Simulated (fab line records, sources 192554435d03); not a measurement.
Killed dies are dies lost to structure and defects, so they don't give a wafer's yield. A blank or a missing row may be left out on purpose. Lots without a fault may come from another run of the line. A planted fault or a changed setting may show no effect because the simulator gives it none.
Chamber matching | flow n5_finfet | N5_BEOL_M8_CURE_74 on uv_cure-03: 3 sister chambers
The step cures SiCOH lowk, time 240 s. 6 wafers are shown with their chamber, then 7 later ones without.

WAFERS WITH THEIR CHAMBER
wafer  | chamber | wafer_temp_C_max | lamp_power_pct (%)
L082.3 | 0       | 385.7            | 52.26
L082.6 | 0       | 386.6            | 52.34
L095.4 | 1       | 387.3            | 52.30
L095.5 | 1       | 389.3            | 52.29
L094.1 | 2       | 387.3            | 52.33
L094.3 | 2       | 388.1            | 52.34

WAFERS WITHOUT THEIR CHAMBER
wafer  | wafer_temp_C_max | lamp_power_pct (%)
L094.6 | 387.4            | 52.28
L096.1 | 386.6            | 52.34
L096.4 | 386.0            | 52.26
L096.5 | 386.5            | 52.35
L097.1 | 387.7            | 52.41
L097.4 | 388.8            | 52.31
L097.6 | 388.1            | 52.26

WHICH CHAMBER EACH WENT THROUGH
wafer  | from the rows above          | in truth
L094.6 | can't be placed: 1 or 0 or 2 | 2
L096.1 | can't be placed: 2 or 0 or 1 | 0
L096.4 | can't be placed: 0 or 1 or 2 | 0
L096.5 | can't be placed: 2 or 0 or 1 | 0
L097.1 | can't be placed: 2 or 1 or 0 | 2
L097.4 | can't be placed: 1 or 2      | 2
L097.6 | can't be placed: 1 or 2 or 0 | 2
Placed correctly: 0 of 7. Can't be placed from these rows: 7 (the true chamber is among the candidates in 7). Placed wrongly: 0.
How it was worked out, from the rows above alone: a wafer's distance from a chamber is the root of the sum, over the readings, of the square of ((its reading less the chamber's mean) divided by the reading's scatter). The wafer belongs to the nearest chamber; if the next one is less than 2 further off, it can't be placed. A chamber's mean is the mean of its shown wafers. The scatter: the root of (the sum of the squares of (reading less its chamber's mean) over the shown wafers, divided by (wafers less chambers)).
